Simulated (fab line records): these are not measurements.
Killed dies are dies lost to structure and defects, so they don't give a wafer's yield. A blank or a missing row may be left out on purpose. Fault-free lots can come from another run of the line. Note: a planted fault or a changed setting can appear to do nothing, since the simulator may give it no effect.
Which tool did it? / flow nand-harc / 36 wafers from 12 lots sampled at 5 of the route's 1159 steps

## WHAT THE GAUGES READ, wafer by wafer
NHARC_END_SORT_01.
lot=L283; measured=day 20 06:02; on=prober-01; defect-limited-yield (%)=94.5 95.3 92.8; killed-at-array=35 29 48; killed-at-other=0 0 0; killed-at-periphery=2 3 1; killed-dies=37 32 49; killed-open=2 4 3; killed-short=0 2 2; sort_bin_2_pct (%)=1.9 1.3 2.2; sort_bin_3_pct (%)=0.59 0.15 0.30; sort_bin_4_pct (%)=3.0 3.2 4.7; sort-n-pass=640 645 628; sort-rim-yield-pct (%)=99.1 95.3 99.1; sort-yield-pct (%)=94.5 95.3 92.8
lot=L285; measured=day 19 21:23; on=prober-02; defect-limited-yield (%)=93.9 95.4 95.4; killed-at-array=39 30 30; killed-at-other=0 0 0; killed-at-periphery=2 1 1; killed-dies=41 31 31; killed-open=3 3 1; killed-short=3 1 3; sort_bin_2_pct (%)=1.8 1.3 1.0; sort_bin_3_pct (%)=0.30 0.44 0; sort_bin_4_pct (%)=4.0 2.8 3.5; sort-n-pass=636 646 646; sort-rim-yield-pct (%)=96.2 100.0 98.1; sort-yield-pct (%)=93.9 95.4 95.4
lot=L286; measured=day 19 13:35; on=prober-01; defect-limited-yield (%)=97.6 97.3 98.5; killed-at-array=11 16 7; killed-at-other=0 0 0; killed-at-periphery=5 2 3; killed-dies=16 18 10; killed-open=3 3 1; killed-short=2 2 4; sort_bin_2_pct (%)=0.4 1.0 0.3; sort_bin_3_pct (%)=0.30 0.15 0; sort_bin_4_pct (%)=1.6 1.5 1.2; sort-n-pass=661 659 667; sort-rim-yield-pct (%)=97.2 98.1 99.1; sort-yield-pct (%)=97.6 97.3 98.5
lot=L288; measured=day 21 20:56; on=prober-02; defect-limited-yield (%)=94.1 94.2 93.9; killed-at-array=40 34 39; killed-at-other=0 1 1; killed-at-periphery=0 4 1; killed-dies=40 39 41; killed-open=0 7 2; killed-short=2 2 2; sort_bin_2_pct (%)=2.1 2.2 2.1; sort_bin_3_pct (%)=0.15 0.44 0.15; sort_bin_4_pct (%)=3.7 3.1 3.8; sort-n-pass=637 638 636; sort-rim-yield-pct (%)=98.1 99.1 97.2; sort-yield-pct (%)=94.1 94.2 93.9
lot=L291; measured=day 22 04:41; on=prober-01; defect-limited-yield (%)=93.1 94.5 95.3; killed-at-array=45 33 31; killed-at-other=1 2 1; killed-at-periphery=1 2 0; killed-dies=47 37 32; killed-open=4 3 1; killed-short=2 1 0; sort_bin_2_pct (%)=1.5 1.5 2.2; sort_bin_3_pct (%)=0.30 0.89 0.44; sort_bin_4_pct (%)=5.2 3.1 2.1; sort-n-pass=630 640 645; sort-rim-yield-pct (%)=98.1 98.1 100.0; sort-yield-pct (%)=93.1 94.5 95.3
lot=L292; measured=day 22 13:14; on=prober-02; defect-limited-yield (%)=91.4 92.2 93.1; killed-at-array=55 48 42; killed-at-other=0 0 0; killed-at-periphery=3 5 5; killed-dies=58 53 47; killed-open=4 3 4; killed-short=3 1 4; sort_bin_2_pct (%)=1.9 1.6 2.4; sort_bin_3_pct (%)=0.74 0.89 0.44; sort_bin_4_pct (%)=5.9 5.3 4.1; sort-n-pass=619 624 630; sort-rim-yield-pct (%)=98.1 93.4 100.0; sort-yield-pct (%)=91.4 92.2 93.1
lot=L296; measured=day 23 07:27; on=prober-01; defect-limited-yield (%)=0 0 0; killed-at-array=34 29 38; killed-at-other=0 1 4; killed-at-periphery=643 647 635; killed-dies=677 677 677; killed-open=1 5 2; killed-short=2 2 0; sort_bin_2_pct (%)=96.3 96.5 96.6; sort_bin_3_pct (%)=0.89 0.15 0.44; sort_bin_4_pct (%)=2.8 3.4 3.0; sort-n-pass=0 0 0; sort-rim-yield-pct (%)=0 0 0; sort-yield-pct (%)=0 0 0
lot=L295; measured=day 23 15:14; on=prober-01; defect-limited-yield (%)=0 0 0; killed-at-array=32 32 32; killed-at-other=0 0 0; killed-at-periphery=645 645 645; killed-dies=677 677 677; killed-open=5 2 3; killed-short=1 0 1; sort_bin_2_pct (%)=96.3 96.9 96.2; sort_bin_3_pct (%)=0.59 0.15 0.59; sort_bin_4_pct (%)=3.1 3.0 3.2; sort-n-pass=0 0 0; sort-rim-yield-pct (%)=0 0 0; sort-yield-pct (%)=0 0 0
lot=L298; measured=day 23 05:47; on=prober-02; defect-limited-yield (%)=94.1 93.5 93.6; killed-at-array=35 42 38; killed-at-other=1 0 1; killed-at-periphery=4 2 4; killed-dies=40 44 43; killed-open=4 1 2; killed-short=2 2 2; sort_bin_2_pct (%)=1.8 1.5 1.6; sort_bin_3_pct (%)=0.44 0.30 0.59; sort_bin_4_pct (%)=3.7 4.7 4.1; sort-n-pass=637 633 634; sort-rim-yield-pct (%)=98.1 99.1 96.2; sort-yield-pct (%)=94.1 93.5 93.6
lot=L302; measured=day 24 07:20; on=prober-01; defect-limited-yield (%)=91.6 90.4 92.8; killed-at-array=53 64 48; killed-at-other=0 0 0; killed-at-periphery=4 1 1; killed-dies=57 65 49; killed-open=3 1 2; killed-short=4 1 1; sort_bin_2_pct (%)=2.7 3.2 2.1; sort_bin_3_pct (%)=0.15 0.74 0.30; sort_bin_4_pct (%)=5.6 5.6 4.9; sort-n-pass=620 612 628; sort-rim-yield-pct (%)=96.2 98.1 94.3; sort-yield-pct (%)=91.6 90.4 92.8
lot=L303; measured=day 25 07:42; on=prober-01; defect-limited-yield (%)=92.9 94.2 94.7; killed-at-array=41 31 31; killed-at-other=3 2 1; killed-at-periphery=4 6 4; killed-dies=48 39 36; killed-open=4 5 4; killed-short=1 0 0; sort_bin_2_pct (%)=2.5 2.5 1.8; sort_bin_3_pct (%)=0.89 0.30 0.44; sort_bin_4_pct (%)=3.7 3.0 3.1; sort-n-pass=629 638 641; sort-rim-yield-pct (%)=99.1 98.1 100.0; sort-yield-pct (%)=92.9 94.2 94.7
lot=L304; measured=day 24 23:37; on=prober-02; defect-limited-yield (%)=95.9 96.8 96.3; killed-at-array=26 22 20; killed-at-other=0 0 2; killed-at-periphery=2 0 3; killed-dies=28 22 25; killed-open=5 1 7; killed-short=0 2 2; sort_bin_2_pct (%)=1.5 0.4 0.9; sort_bin_3_pct (%)=0 0.15 0.44; sort_bin_4_pct (%)=2.7 2.7 2.4; sort-n-pass=649 655 652; sort-rim-yield-pct (%)=96.2 97.2 97.2; sort-yield-pct (%)=95.9 96.8 96.3

## TOOL THAT RAN EACH LOT (tool first, then ch and the chambers of the sampled wafers, then the start)
lot=L283; NHARC_P_M0_ETCH_15=rie-diel-07 ch 0,2,3, day 6 16:04 or earlier; NHARC_P_M0_DEGAS_28=pvd-sputter-02, day 6 16:04; NHARC_P_M0_DEP_32=pecvd-03 ch 0,1,2, day 6 17:46; NHARC_P_M1_DEP_00=pecvd-02 ch 0,1, day 6 18:14
lot=L285; NHARC_P_M0_ETCH_15=rie-diel-07 ch 0,1,3, day 7 00:51 or earlier; NHARC_P_M0_DEGAS_28=pvd-sputter-01, day 7 00:51; NHARC_P_M0_DEP_32=pecvd-01 ch 0,2, day 7 02:40; NHARC_P_M1_DEP_00=pecvd-02 ch 0,2, day 7 03:05
lot=L286; NHARC_P_M0_ETCH_15=rie-diel-07 ch 0,2,3, day 7 00:58 or earlier; NHARC_P_M0_DEGAS_28=pvd-sputter-02, day 7 00:58; NHARC_P_M0_DEP_32=pecvd-03 ch 0,1,2, day 7 02:54; NHARC_P_M1_DEP_00=pecvd-03 ch 0,1,2, day 7 03:17
lot=L288; NHARC_P_M0_ETCH_15=rie-diel-11 ch 0,1, day 7 22:38 or earlier; NHARC_P_M0_DEGAS_28=pvd-sputter-02, day 7 22:38; NHARC_P_M0_DEP_32=pecvd-02 ch 1,2, day 8 00:25; NHARC_P_M1_DEP_00=pecvd-03 ch 0,2, day 8 00:48
lot=L291; NHARC_P_M0_ETCH_15=rie-diel-11 ch 0,1,3, day 8 15:38 or earlier; NHARC_P_M0_DEGAS_28=pvd-sputter-01, day 8 15:38; NHARC_P_M0_DEP_32=pecvd-01 ch 1,2, day 8 18:09; NHARC_P_M1_DEP_00=pecvd-02 ch 1,2, day 8 18:38
lot=L292; NHARC_P_M0_ETCH_15=rie-diel-07 ch 0,3, day 9 00:29 or earlier; NHARC_P_M0_DEGAS_28=pvd-sputter-03, day 9 00:29; NHARC_P_M0_DEP_32=pecvd-03 ch 1,2, day 9 02:15; NHARC_P_M1_DEP_00=pecvd-02 ch 0,1,2, day 9 02:40
lot=L296; NHARC_P_M0_ETCH_15=rie-diel-11 ch 1,2,3, day 9 13:04 or earlier; NHARC_P_M0_DEGAS_28=pvd-sputter-02, day 9 13:04; NHARC_P_M0_DEP_32=pecvd-03 ch 1,2, day 9 15:13; NHARC_P_M1_DEP_00=pecvd-02 ch 0,1,2, day 9 15:38
lot=L295; NHARC_P_M0_ETCH_15=rie-diel-07 ch 2,3, day 9 13:36 or earlier; NHARC_P_M0_DEGAS_28=pvd-sputter-01, day 9 13:36; NHARC_P_M0_DEP_32=pecvd-01 ch 1,2, day 9 15:17; NHARC_P_M1_DEP_00=pecvd-01 ch 0,1,2, day 9 15:44
lot=L298; NHARC_P_M0_ETCH_15=rie-diel-11 ch 1,2, day 9 22:32 or earlier; NHARC_P_M0_DEGAS_28=pvd-sputter-01, day 9 22:32; NHARC_P_M0_DEP_32=pecvd-01 ch 0,1,2, day 10 00:22; NHARC_P_M1_DEP_00=pecvd-03 ch 0,1,2, day 10 00:47
lot=L302; NHARC_P_M0_ETCH_15=rie-diel-11 ch 2,3, day 10 20:31 or earlier; NHARC_P_M0_DEGAS_28=pvd-sputter-03, day 10 20:31; NHARC_P_M0_DEP_32=pecvd-02 ch 0,1, day 10 22:15; NHARC_P_M1_DEP_00=pecvd-03 ch 0,1,2, day 10 22:53
lot=L303; NHARC_P_M0_ETCH_15=rie-diel-11 ch 0,1, day 11 06:17 or earlier; NHARC_P_M0_DEGAS_28=pvd-sputter-02, day 11 06:17; NHARC_P_M0_DEP_32=pecvd-03 ch 0,1,2, day 11 08:09; NHARC_P_M1_DEP_00=pecvd-02 ch 0,1, day 11 08:42
lot=L304; NHARC_P_M0_ETCH_15=rie-diel-11 ch 0,3, day 11 06:55 or earlier; NHARC_P_M0_DEGAS_28=pvd-sputter-02, day 11 06:55; NHARC_P_M0_DEP_32=pecvd-03 ch 0,1, day 11 08:47; NHARC_P_M1_DEP_00=pecvd-02 ch 0,1, day 11 09:23
- NHARC_P_M0_ETCH_15: etches the open film in C4F8/Ar, target depth 150 nm, overetch 15 nm, time 82.5 s.
- NHARC_P_M0_DEGAS_28: time 60 s.
- NHARC_P_M0_DEP_32: deposits SiCN, target thk 30 nm.
- NHARC_P_M1_DEP_00: deposits SiOC, target thk 182.5 nm.

## AS READ BY THE TOOLS THEMSELVES (means over the sampled wafers that have a number; for cases with no such wafer, the mark the record gives instead)
NHARC_P_M0_ETCH_15.
lot=L283; tool=rie-diel-07; oes-product-au (a.u.)=0.944; rf-vpp-V (V)=441.2
lot=L285; tool=rie-diel-07; oes-product-au (a.u.)=0.944; rf-vpp-V (V)=440.7
lot=L286; tool=rie-diel-07; oes-product-au (a.u.)=0.942; rf-vpp-V (V)=440.7
lot=L288; tool=rie-diel-11; oes-product-au (a.u.)=0.965; rf-vpp-V (V)=439.1
lot=L291; tool=rie-diel-11; oes-product-au (a.u.)=0.974; rf-vpp-V (V)=438.2
lot=L292; tool=rie-diel-07; oes-product-au (a.u.)=0.965; rf-vpp-V (V)=440.9
lot=L296; tool=rie-diel-11; oes-product-au (a.u.)=0.961; rf-vpp-V (V)=438.8
lot=L295; tool=rie-diel-07; oes-product-au (a.u.)=0.935; rf-vpp-V (V)=441.6
lot=L298; tool=rie-diel-11; oes-product-au (a.u.)=0.977; rf-vpp-V (V)=438.2
lot=L302; tool=rie-diel-11; oes-product-au (a.u.)=0.970; rf-vpp-V (V)=436.7
lot=L303; tool=rie-diel-11; oes-product-au (a.u.)=0.965; rf-vpp-V (V)=439.4
lot=L304; tool=rie-diel-11; oes-product-au (a.u.)=0.969; rf-vpp-V (V)=438.1

NHARC_P_M0_DEGAS_28.
lot=L283; tool=pvd-sputter-02; heater-power-w (W)=360; susceptor-temp-C (C)=249.95
lot=L285; tool=pvd-sputter-01; heater-power-w (W)=300; susceptor-temp-C (C)=250.06
lot=L286; tool=pvd-sputter-02; heater-power-w (W)=381; susceptor-temp-C (C)=249.84
lot=L288; tool=pvd-sputter-02; heater-power-w (W)=358; susceptor-temp-C (C)=249.87
lot=L291; tool=pvd-sputter-01; heater-power-w (W)=301; susceptor-temp-C (C)=-
lot=L292; tool=pvd-sputter-03; heater-power-w (W)=316; susceptor-temp-C (C)=250.01
lot=L296; tool=pvd-sputter-02; heater-power-w (W)=356; susceptor-temp-C (C)=250.16
lot=L295; tool=pvd-sputter-01; heater-power-w (W)=314; susceptor-temp-C (C)=-
lot=L298; tool=pvd-sputter-01; heater-power-w (W)=316; susceptor-temp-C (C)=249.97
lot=L302; tool=pvd-sputter-03; heater-power-w (W)=308; susceptor-temp-C (C)=249.98
lot=L303; tool=pvd-sputter-02; heater-power-w (W)=378; susceptor-temp-C (C)=250.06
lot=L304; tool=pvd-sputter-02; heater-power-w (W)=382; susceptor-temp-C (C)=250.15

NHARC_P_M0_DEP_32.
lot=L283; tool=pecvd-03; chamber-pressure-Torr (Torr)=3.000; heater-power-outer-w (W)=386; heater-power-w (W)=636; susceptor-temp-C (C)=370.10
lot=L285; tool=pecvd-01; chamber-pressure-Torr (Torr)=2.997; heater-power-outer-w (W)=373; heater-power-w (W)=657; susceptor-temp-C (C)=370.17
lot=L286; tool=pecvd-03; chamber-pressure-Torr (Torr)=3.000; heater-power-outer-w (W)=343; heater-power-w (W)=591; susceptor-temp-C (C)=370.21
lot=L288; tool=pecvd-02; chamber-pressure-Torr (Torr)=3.001; heater-power-outer-w (W)=342; heater-power-w (W)=579; susceptor-temp-C (C)=369.95
lot=L291; tool=pecvd-01; chamber-pressure-Torr (Torr)=3.007; heater-power-outer-w (W)=376; heater-power-w (W)=610; susceptor-temp-C (C)=369.97
lot=L292; tool=pecvd-03; chamber-pressure-Torr (Torr)=3.003; heater-power-outer-w (W)=468; heater-power-w (W)=743; susceptor-temp-C (C)=370.09
lot=L296; tool=pecvd-03; chamber-pressure-Torr (Torr)=2.988; heater-power-outer-w (W)=388; heater-power-w (W)=652; susceptor-temp-C (C)=369.82
lot=L295; tool=pecvd-01; chamber-pressure-Torr (Torr)=2.995; heater-power-outer-w (W)=369; heater-power-w (W)=632; susceptor-temp-C (C)=370.03
lot=L298; tool=pecvd-01; chamber-pressure-Torr (Torr)=3.002; heater-power-outer-w (W)=327; heater-power-w (W)=584; susceptor-temp-C (C)=369.81
lot=L302; tool=pecvd-02; chamber-pressure-Torr (Torr)=2.997; heater-power-outer-w (W)=332; heater-power-w (W)=570; susceptor-temp-C (C)=370.03
lot=L303; tool=pecvd-03; chamber-pressure-Torr (Torr)=3.003; heater-power-outer-w (W)=378; heater-power-w (W)=634; susceptor-temp-C (C)=369.96
lot=L304; tool=pecvd-03; chamber-pressure-Torr (Torr)=2.996; heater-power-outer-w (W)=283; heater-power-w (W)=517; susceptor-temp-C (C)=369.84

NHARC_P_M1_DEP_00.
lot=L283; tool=pecvd-02; chamber-pressure-Torr (Torr)=4.998; rf-fwd-power-W (W)=599.0
lot=L285; tool=pecvd-02; chamber-pressure-Torr (Torr)=5.002; rf-fwd-power-W (W)=598.0
lot=L286; tool=pecvd-03; chamber-pressure-Torr (Torr)=4.992; rf-fwd-power-W (W)=599.7
lot=L288; tool=pecvd-03; chamber-pressure-Torr (Torr)=5.016; rf-fwd-power-W (W)=599.7
lot=L291; tool=pecvd-02; chamber-pressure-Torr (Torr)=4.999; rf-fwd-power-W (W)=599.9
lot=L292; tool=pecvd-02; chamber-pressure-Torr (Torr)=5.004; rf-fwd-power-W (W)=597.5
lot=L296; tool=pecvd-02; chamber-pressure-Torr (Torr)=-; rf-fwd-power-W (W)=-
lot=L295; tool=pecvd-01; chamber-pressure-Torr (Torr)=-; rf-fwd-power-W (W)=-
lot=L298; tool=pecvd-03; chamber-pressure-Torr (Torr)=4.999; rf-fwd-power-W (W)=599.8
lot=L302; tool=pecvd-03; chamber-pressure-Torr (Torr)=5.004; rf-fwd-power-W (W)=598.0
lot=L303; tool=pecvd-02; chamber-pressure-Torr (Torr)=5.001; rf-fwd-power-W (W)=597.2
lot=L304; tool=pecvd-02; chamber-pressure-Torr (Torr)=4.998; rf-fwd-power-W (W)=599.0

## THE ANSWER, worked out from the rows above alone
Rule: usual is defined by the lots themselves. The widest of any qualifying gaps counts: lots, ordered by their means at a reading, are off when they make up no more than a third of the lots, leave a main group of 4 or more, and stand apart from it by 3 or more times the standard deviation of that group's means. The tables above print the reading to a certain number of digits; a main group whose means all agree to those digits is not used. Also off: a lot with no number at a reading for which 4 or more lots have one. Any other lot the step has rows for is counted as sound. The gauges are gone through in route order, then the tools' own readings, and for those a lot's mean is taken as printed above. The first step at which some lot is off is used, and at that step the reading that is off furthest; a lot without a number counts as furthest.
Off: L296, L295 (NHARC_END_SORT_01, killed-at-periphery). The main group has a mean of 2.5 with a standard deviation of 1.2.
A tool fits if, at a process step before that reading, it ran every lot that is off, and no sound lot after the first of them. The gauges at NHARC_END_SORT_01 aren't tried: what is off there is off at NHARC_P_M1_DEP_00 too, on other tools, and a gauge's error can't cause that. NHARC_P_M0_ETCH_15: start missing for some lots; hours and lot order therefore follow NHARC_P_M0_DEGAS_28. None of those tried fits.

## WHAT THE SIMULATOR HAD PUT IN
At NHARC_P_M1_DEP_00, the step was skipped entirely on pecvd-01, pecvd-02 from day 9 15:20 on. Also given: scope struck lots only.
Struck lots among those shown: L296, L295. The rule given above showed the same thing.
